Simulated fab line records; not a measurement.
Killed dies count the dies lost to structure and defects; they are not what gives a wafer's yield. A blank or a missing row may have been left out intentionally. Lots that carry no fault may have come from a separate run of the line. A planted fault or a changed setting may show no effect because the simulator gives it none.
Which of the tools did it? / flow nand_harc / 12 lots, 36 wafers sampled, at 5 steps of a route of 1302

== WHAT THE GAUGES SHOWED, per wafer ==
NHARC_END_SORT_01. Usual: killed_at_array 46, standard deviation 15; killed_at_other 0.8, standard deviation 1.1; killed_at_periphery 4.0, standard deviation 2.9; killed_dies 50, standard deviation 15; killed_open 3.2, standard deviation 1.8; killed_short 2.3, standard deviation 1.6.
lot=L807; measured=day 25 09:29; on=prober-02; killed_at_array=54 44 46; killed_at_other=0 0 0; killed_at_periphery=4 2 0; killed_dies=58 46 46; killed_open=4 1 3; killed_short=4 2 3; flag=
lot=L817; measured=day 29 03:16; on=prober-01; killed_at_array=27 45 40; killed_at_other=0 0 0; killed_at_periphery=1 1 1; killed_dies=28 46 41; killed_open=2 6 2; killed_short=0 1 1; flag=

== EACH LOT AND THE TOOL THAT RAN IT (in order: tool; ch and the chambers of the sampled wafers; start) ==
lot=L806; NHARC_A_SGD_CUT_ETCHBACK_24=rie_diel-13 ch 2,3, day 19 19:19; NHARC_A_SGD_CUT_STRIP_28=rie_diel-13 ch 1,2, day 19 19:59 or earlier; NHARC_A_SLIT_DEP_00=acl_dep-03 ch 0, day 19 19:59; NHARC_A_WL_FILL_ALD_00=ald_hk-01 ch 0,1,3, day 20 13:32
lot=L805; NHARC_A_SGD_CUT_ETCHBACK_24=rie_diel-13 ch 2,3, day 19 19:25; NHARC_A_SGD_CUT_STRIP_28=rie_diel-13 ch 2,3, day 19 20:02 or earlier; NHARC_A_SLIT_DEP_00=acl_dep-01 ch 0, day 19 20:02; NHARC_A_WL_FILL_ALD_00=ald_hk-02 ch 0,1,3, day 20 13:28
lot=L807; NHARC_A_SGD_CUT_ETCHBACK_24=rie_diel-02 ch 1,2,3, day 20 11:29; NHARC_A_SGD_CUT_STRIP_28=rie_diel-02 ch 0,2,3, day 20 16:20 or earlier; NHARC_A_SLIT_DEP_00=acl_dep-02 ch 0, day 20 16:20; NHARC_A_WL_FILL_ALD_00=ald_hk-04 ch 0,1,3, day 21 09:24
lot=L808; NHARC_A_SGD_CUT_ETCHBACK_24=rie_diel-12 ch 0,2,3, day 20 16:29; NHARC_A_SGD_CUT_STRIP_28=rie_diel-12 ch 0,1,3, day 20 17:06 or earlier; NHARC_A_SLIT_DEP_00=acl_dep-01 ch 0, day 20 17:06; NHARC_A_WL_FILL_ALD_00=ald_hk-02 ch 0,1,2, day 21 13:22
lot=L810; NHARC_A_SGD_CUT_ETCHBACK_24=rie_diel-13 ch 0,3, day 21 01:22; NHARC_A_SGD_CUT_STRIP_28=rie_diel-13 ch 0,3, day 21 02:38 or earlier; NHARC_A_SLIT_DEP_00=acl_dep-03 ch 0, day 21 02:38; NHARC_A_WL_FILL_ALD_00=ald_hk-01 ch 0,1,3, day 21 23:11
lot=L813; NHARC_A_SGD_CUT_ETCHBACK_24=rie_diel-02 ch 0,1,2, day 22 18:51; NHARC_A_SGD_CUT_STRIP_28=rie_diel-02 ch 0,1,3, day 22 19:30 or earlier; NHARC_A_SLIT_DEP_00=acl_dep-03 ch 0, day 22 19:30; NHARC_A_WL_FILL_ALD_00=ald_hk-01 ch 0,1,3, day 23 13:52
lot=L817; NHARC_A_SGD_CUT_ETCHBACK_24=rie_diel-02 ch 0,2,3, day 24 06:46; NHARC_A_SGD_CUT_STRIP_28=rie_diel-02 ch 0,1,2, day 24 09:41 or earlier; NHARC_A_SLIT_DEP_00=acl_dep-02 ch 0, day 24 09:41; NHARC_A_WL_FILL_ALD_00=ald_hk-01 ch 0,1,3, day 25 03:19
lot=L826; NHARC_A_SGD_CUT_ETCHBACK_24=rie_diel-12 ch 0,3, day 27 16:38; NHARC_A_SGD_CUT_STRIP_28=rie_diel-12 ch 0,1, day 27 17:17 or earlier; NHARC_A_SLIT_DEP_00=acl_dep-01 ch 0, day 27 17:17; NHARC_A_WL_FILL_ALD_00=ald_hk-04 ch 1,2, day 28 11:04
lot=L825; NHARC_A_SGD_CUT_ETCHBACK_24=rie_diel-02 ch 0,2,3, day 27 16:40; NHARC_A_SGD_CUT_STRIP_28=rie_diel-02 ch 0,1, day 27 17:18 or earlier; NHARC_A_SLIT_DEP_00=acl_dep-03 ch 0, day 27 17:18; NHARC_A_WL_FILL_ALD_00=ald_hk-04 ch 0,1,2, day 28 14:40
lot=L824; NHARC_A_SGD_CUT_ETCHBACK_24=rie_diel-13 ch 1,2,3, day 27 16:40; NHARC_A_SGD_CUT_STRIP_28=rie_diel-13 ch 0,2,3, day 27 17:17 or earlier; NHARC_A_SLIT_DEP_00=acl_dep-02 ch 0, day 27 17:17; NHARC_A_WL_FILL_ALD_00=ald_hk-04 ch 1,2, day 28 14:52
lot=L827; NHARC_A_SGD_CUT_ETCHBACK_24=rie_diel-13 ch 1,2, day 27 16:49; NHARC_A_SGD_CUT_STRIP_28=rie_diel-13 ch 0,3, day 27 21:01 or earlier; NHARC_A_SLIT_DEP_00=acl_dep-03 ch 0, day 27 21:01; NHARC_A_WL_FILL_ALD_00=ald_hk-04 ch 0,3, day 29 02:35
lot=L828; NHARC_A_SGD_CUT_ETCHBACK_24=rie_diel-02 ch 0,1,2, day 29 05:04; NHARC_A_SGD_CUT_STRIP_28=rie_diel-02 ch 0,1,3, day 29 06:13 or earlier; NHARC_A_SLIT_DEP_00=acl_dep-01 ch 0, day 29 06:13; NHARC_A_WL_FILL_ALD_00=ald_hk-01 ch 0,2,3, day 29 23:17
- NHARC_A_SGD_CUT_ETCHBACK_24: etches the open film in CH3F/O2, target depth 50 nm, time 92.857 s.
- NHARC_A_SGD_CUT_STRIP_28: strips in O2, time 20 s.
- NHARC_A_SLIT_DEP_00: deposits aC, target thk 6200 nm.
- NHARC_A_WL_FILL_ALD_00: deposits Al2O3, target thk 3 nm, pulse time 3 s, ald cycles 30.

== AS READ BY THE TOOLS THEMSELVES (means over the sampled wafers that have a number; for cases with no such wafer, the mark the record gives instead) ==
NHARC_A_SGD_CUT_ETCHBACK_24. Usual: bias_w 100.04 W, standard deviation 0.27; drypump_motor_current_A 5.7 A, standard deviation 0.51; oes_product_au 0.97 a.u., standard deviation 0.031; rf_vpp_V 243.9 V, standard deviation 1.4; showerhead_plenum_p_Torr 2.43 Torr, standard deviation 0.084; throttle_valve_pct 20.663 %, standard deviation 0.0088.
lot=L806; tool=rie_diel-13; bias_w (W)=100.00; drypump_motor_current_A (A)=5.2; oes_product_au (a.u.)=0.95; rf_vpp_V (V)=242.6; showerhead_plenum_p_Torr (Torr)=2.34; throttle_valve_pct (%)=20.659; flag=
lot=L805; tool=rie_diel-13; bias_w (W)=99.96; drypump_motor_current_A (A)=5.4; oes_product_au (a.u.)=0.93; rf_vpp_V (V)=243.5; showerhead_plenum_p_Torr (Torr)=2.37; throttle_valve_pct (%)=20.664; flag=
lot=L807; tool=rie_diel-02; bias_w (W)=100.27; drypump_motor_current_A (A)=5.4; oes_product_au (a.u.)=1.00; rf_vpp_V (V)=245.5; showerhead_plenum_p_Torr (Torr)=2.55; throttle_valve_pct (%)=20.678; flag=
lot=L808; tool=rie_diel-12; bias_w (W)=99.95; drypump_motor_current_A (A)=6.1; oes_product_au (a.u.)=1.00; rf_vpp_V (V)=244.5; showerhead_plenum_p_Torr (Torr)=2.44; throttle_valve_pct (%)=20.664; flag=
lot=L810; tool=rie_diel-13; bias_w (W)=100.05; drypump_motor_current_A (A)=5.5; oes_product_au (a.u.)=0.99; rf_vpp_V (V)=242.8; showerhead_plenum_p_Torr (Torr)=2.33; throttle_valve_pct (%)=20.659; flag=
lot=L813; tool=rie_diel-02; bias_w (W)=100.09; drypump_motor_current_A (A)=5.7; oes_product_au (a.u.)=0.99; rf_vpp_V (V)=245.1; showerhead_plenum_p_Torr (Torr)=2.52; throttle_valve_pct (%)=20.670; flag=
lot=L817; tool=rie_diel-02; bias_w (W)=100.00; drypump_motor_current_A (A)=5.7; oes_product_au (a.u.)=0.93; rf_vpp_V (V)=243.9; showerhead_plenum_p_Torr (Torr)=2.48; throttle_valve_pct (%)=20.667; flag=
lot=L826; tool=rie_diel-12; bias_w (W)=100.13; drypump_motor_current_A (A)=6.4; oes_product_au (a.u.)=0.91; rf_vpp_V (V)=244.7; showerhead_plenum_p_Torr (Torr)=2.48; throttle_valve_pct (%)=20.664; flag=
lot=L825; tool=rie_diel-02; bias_w (W)=100.06; drypump_motor_current_A (A)=5.7; oes_product_au (a.u.)=0.93; rf_vpp_V (V)=245.2; showerhead_plenum_p_Torr (Torr)=2.48; throttle_valve_pct (%)=20.665; flag=
lot=L824; tool=rie_diel-13; bias_w (W)=100.14; drypump_motor_current_A (A)=5.2; oes_product_au (a.u.)=0.97; rf_vpp_V (V)=243.3; showerhead_plenum_p_Torr (Torr)=2.39; throttle_valve_pct (%)=20.662; flag=
lot=L827; tool=rie_diel-13; bias_w (W)=100.34; drypump_motor_current_A (A)=5.3; oes_product_au (a.u.)=1.01; rf_vpp_V (V)=243.8; showerhead_plenum_p_Torr (Torr)=2.44; throttle_valve_pct (%)=20.656; flag=
lot=L828; tool=rie_diel-02; bias_w (W)=99.86; drypump_motor_current_A (A)=5.7; oes_product_au (a.u.)=1.00; rf_vpp_V (V)=245.2; showerhead_plenum_p_Torr (Torr)=2.51; throttle_valve_pct (%)=20.668; flag=

NHARC_A_SGD_CUT_STRIP_28. Usual: drypump_motor_current_A 5.7 A, standard deviation 0.52; oes_product_au 0.999 a.u., standard deviation 0.008; rf_vpp_V 57.7 V, standard deviation 0.88; showerhead_plenum_p_Torr 3.49 Torr, standard deviation 0.12; throttle_valve_pct 17.036 %, standard deviation 0.0092.
lot=L806; tool=rie_diel-13; drypump_motor_current_A (A)=5.5; oes_product_au (a.u.)=0.995; rf_vpp_V (V)=57.7; showerhead_plenum_p_Torr (Torr)=3.47; throttle_valve_pct (%)=17.042; flag=
lot=L805; tool=rie_diel-13; drypump_motor_current_A (A)=5.4; oes_product_au (a.u.)=1.006; rf_vpp_V (V)=58.1; showerhead_plenum_p_Torr (Torr)=3.40; throttle_valve_pct (%)=17.034; flag=
lot=L807; tool=rie_diel-02; drypump_motor_current_A (A)=5.7; oes_product_au (a.u.)=1.001; rf_vpp_V (V)=58.2; showerhead_plenum_p_Torr (Torr)=3.56; throttle_valve_pct (%)=17.047; flag=
lot=L808; tool=rie_diel-12; drypump_motor_current_A (A)=5.9; oes_product_au (a.u.)=0.997; rf_vpp_V (V)=57.8; showerhead_plenum_p_Torr (Torr)=3.51; throttle_valve_pct (%)=17.029; flag=
lot=L810; tool=rie_diel-13; drypump_motor_current_A (A)=5.4; oes_product_au (a.u.)=1.007; rf_vpp_V (V)=57.3; showerhead_plenum_p_Torr (Torr)=3.35; throttle_valve_pct (%)=17.034; flag=
lot=L813; tool=rie_diel-02; drypump_motor_current_A (A)=5.6; oes_product_au (a.u.)=1.006; rf_vpp_V (V)=57.7; showerhead_plenum_p_Torr (Torr)=3.52; throttle_valve_pct (%)=17.031; flag=
lot=L817; tool=rie_diel-02; drypump_motor_current_A (A)=5.7; oes_product_au (a.u.)=0.992; rf_vpp_V (V)=58.4; showerhead_plenum_p_Torr (Torr)=3.60; throttle_valve_pct (%)=17.041; flag=
lot=L826; tool=rie_diel-12; drypump_motor_current_A (A)=6.0; oes_product_au (a.u.)=0.989; rf_vpp_V (V)=58.0; showerhead_plenum_p_Torr (Torr)=3.59; throttle_valve_pct (%)=17.034; flag=
lot=L825; tool=rie_diel-02; drypump_motor_current_A (A)=5.6; oes_product_au (a.u.)=0.996; rf_vpp_V (V)=57.7; showerhead_plenum_p_Torr (Torr)=3.56; throttle_valve_pct (%)=17.035; flag=
lot=L824; tool=rie_diel-13; drypump_motor_current_A (A)=5.7; oes_product_au (a.u.)=1.008; rf_vpp_V (V)=57.5; showerhead_plenum_p_Torr (Torr)=3.38; throttle_valve_pct (%)=17.034; flag=
lot=L827; tool=rie_diel-13; drypump_motor_current_A (A)=6.0; oes_product_au (a.u.)=1.003; rf_vpp_V (V)=57.9; showerhead_plenum_p_Torr (Torr)=3.36; throttle_valve_pct (%)=17.044; flag=
lot=L828; tool=rie_diel-02; drypump_motor_current_A (A)=5.6; oes_product_au (a.u.)=1.004; rf_vpp_V (V)=57.2; showerhead_plenum_p_Torr (Torr)=3.51; throttle_valve_pct (%)=17.034; flag=

NHARC_A_SLIT_DEP_00. Usual: 35.000 % for throttle_valve_pct, sd 0.0092.
lot=L806; tool=acl_dep-03; throttle_valve_pct (%)=35.000; flag=
lot=L805; tool=acl_dep-01; throttle_valve_pct (%)=34.995; flag=
lot=L807; tool=acl_dep-02; throttle_valve_pct (%)=35.002; flag=
lot=L808; tool=acl_dep-01; throttle_valve_pct (%)=35.001; flag=
lot=L810; tool=acl_dep-03; throttle_valve_pct (%)=35.010; flag=
lot=L813; tool=acl_dep-03; throttle_valve_pct (%)=34.997; flag=
lot=L817; tool=acl_dep-02; throttle_valve_pct (%)=35.001; flag=
lot=L826; tool=acl_dep-01; throttle_valve_pct (%)=34.992; flag=
lot=L825; tool=acl_dep-03; throttle_valve_pct (%)=35.000; flag=
lot=L824; tool=acl_dep-02; throttle_valve_pct (%)=34.996; flag=
lot=L827; tool=acl_dep-03; throttle_valve_pct (%)=34.992; flag=
lot=L828; tool=acl_dep-01; throttle_valve_pct (%)=35.001; flag=

NHARC_A_WL_FILL_ALD_00. Usual: heater_power_w 485 W, standard deviation 56; precursor_pulse_height_rel 0.999, standard deviation 0.021.
lot=L806; tool=ald_hk-01; heater_power_w (W)=462; precursor_pulse_height_rel=1.009; flag=
lot=L805; tool=ald_hk-02; heater_power_w (W)=467; precursor_pulse_height_rel=1.005; flag=
lot=L807; tool=ald_hk-04; heater_power_w (W)=513; precursor_pulse_height_rel=0.995; flag=
lot=L808; tool=ald_hk-02; heater_power_w (W)=434; precursor_pulse_height_rel=0.990; flag=
lot=L810; tool=ald_hk-01; heater_power_w (W)=457; precursor_pulse_height_rel=0.999; flag=
lot=L813; tool=ald_hk-01; heater_power_w (W)=454; precursor_pulse_height_rel=0.995; flag=
lot=L817; tool=ald_hk-01; heater_power_w (W)=452; precursor_pulse_height_rel=0.983; flag=
lot=L826; tool=ald_hk-04; heater_power_w (W)=478; precursor_pulse_height_rel=0.991; flag=
lot=L825; tool=ald_hk-04; heater_power_w (W)=465; precursor_pulse_height_rel=0.995; flag=
lot=L824; tool=ald_hk-04; heater_power_w (W)=480; precursor_pulse_height_rel=0.985; flag=
lot=L827; tool=ald_hk-04; heater_power_w (W)=486; precursor_pulse_height_rel=1.006; flag=
lot=L828; tool=ald_hk-01; heater_power_w (W)=489; precursor_pulse_height_rel=1.012; flag=

== THE ANSWER, worked out from the rows above alone ==
Rule: lot off if the mean of its wafers having a number is beyond 3 standard deviations from the usual mean. Also off: a lot with no number at a reading for which 4 or more lots have one. Where the step has rows for the other lots, those lots are counted as sound. First the gauges in route order, then the tools' own readings, where a lot's mean is used as printed above. At the first step where some lot is off, the reading lying furthest off is the one used; lots without a number count as furthest.
Nothing can be told from this: no lot is off at any reading shown.

== WHAT WAS PUT IN BY THE SIMULATOR ==
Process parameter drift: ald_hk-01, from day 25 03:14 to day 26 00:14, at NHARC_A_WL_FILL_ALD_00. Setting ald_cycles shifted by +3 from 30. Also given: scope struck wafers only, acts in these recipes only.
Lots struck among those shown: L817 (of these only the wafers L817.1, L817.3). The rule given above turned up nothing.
